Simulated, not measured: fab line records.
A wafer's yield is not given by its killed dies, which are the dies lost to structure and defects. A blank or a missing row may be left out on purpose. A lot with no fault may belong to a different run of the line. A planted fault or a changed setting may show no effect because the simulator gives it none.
A struck lot beside a sound one + flow nand-harc + 14 out of 1302 route steps
Sound: these wafers, L199.1, L199.3, L199.5. Wafers struck: L192.3, L192.4, L192.5. At the end, the cause is stated.
Order at every step that has rows: each side's tool, ch and its chambers, its first start. Under that, the readings that differ: sound wafers + struck wafers + difference of the means + sigmas: that difference in standard deviations of wafers without a fault.
alike: same words and numbers on both sides, and readings whose means sit less than 2 such deviations apart. not compared: any withheld reading, any reading some wafer has no value for, any bound like >300 that may hide the same value, and any number with overlapping values for which the record gives no deviation.
A row with sigmas, a row that says differs or no value, or rows on one side alone: a step with any of these is where the two part. Numbers that have no deviation but don't overlap get no sigmas and don't part them. Lack of a reading on every wafer of one side parts them only where that side has two or more wafers.

first, 3 steps without rows for these wafers: NHARC_A_STAIRCASE_STRIP_317 (strips in SPM, time 900 s); NHARC_A_STAIRCASE_PRECLEAN_318 (cleans in SC1); NHARC_A_STAIRCASE_SRD_329.
NHARC_A_STAIRCASE_ALD_415: deposits SiO2, target thk 30 nm, pulse time 6 s, ald cycles 300.
  sound on ald-hk-02 ch 0,2, day 24 01:35; struck on ald-hk-03 ch 0,3, day 20 22:51
  alike: heater-power-w, precursor-pulse-height-rel
NHARC_A_STAIRCASE_ETCHBACK_416: etches the open film in C4F8/O2/Ar, target depth 36 nm, time 7.2 s.
  sound: rie-diel-12 ch 0,2; struck: rie-diel-06 ch 1,2,3
  alike: oes-product-au, rf-vpp-V
  not compared: rf-hours-counter-h
NHARC_A_STAIRCASE_STRIP_476: strips in O2, time 20 s.
  sound on rie-diel-12 ch 0,2, day 24 03:59; struck on rie-diel-06 ch 0,2,3, day 21 00:47
  alike: drypump-motor-current-A, oes-product-au, rf-vpp-V, showerhead-plenum-p-Torr, throttle-valve-pct
  not compared: rf-hours-counter-h
then, 4 steps without rows for these wafers: NHARC_A_STAIRCASE_DEP_417 (deposits Si3N4, target thk 60 nm); NHARC_A_STAIRCASE_WET_418 (chemistry H3PO4, target depth 20 nm); NHARC_A_STAIRCASE_PRECLEAN_419 (cleans in SC1); NHARC_A_STAIRCASE_SRD_421.
NHARC_A_STAIRCASE_ALD_420: deposits SiO2, target thk 20 nm, pulse time 6 s, ald cycles 200.
  sound on ald-hk-04 ch 0,1,3, day 24 07:08; struck on ald-hk-04 ch 0,2,3, day 21 03:46
  alike: heater-power-w, precursor-pulse-height-rel
NHARC_A_STAIRCASE_CVD_552: deposits SiNx, target thk 40 nm.
  sound on lpcvd-01 ch 1, day 24 09:32; struck on lpcvd-01 ch 0, day 21 12:12
  alike: zone-power-centre-pct
NHARC_A_STAIRCASE_DEP_151: deposits SiO2, target thk 7200 nm.
  sound on pecvd-01 ch 0,1, day 24 13:22; struck on pecvd-01 ch 0,1, day 22 01:59
  alike: heater-power-w
-- break in the record here, with 6 days between the starts of the struck wafers on either side (left off in module A_STAIRCASE, picked up again in module END, where the first step shown is number 1302 on the route) --
NHARC_END_SORT_01:
  at this point the record logs the struck wafers (prober-02 ch 0, day 28 06:40) and has no rows for the sound ones

## WHERE THEY PART
Only at NHARC_END_SORT_01, as far as this record shows.

WHY: what the simulator had put in
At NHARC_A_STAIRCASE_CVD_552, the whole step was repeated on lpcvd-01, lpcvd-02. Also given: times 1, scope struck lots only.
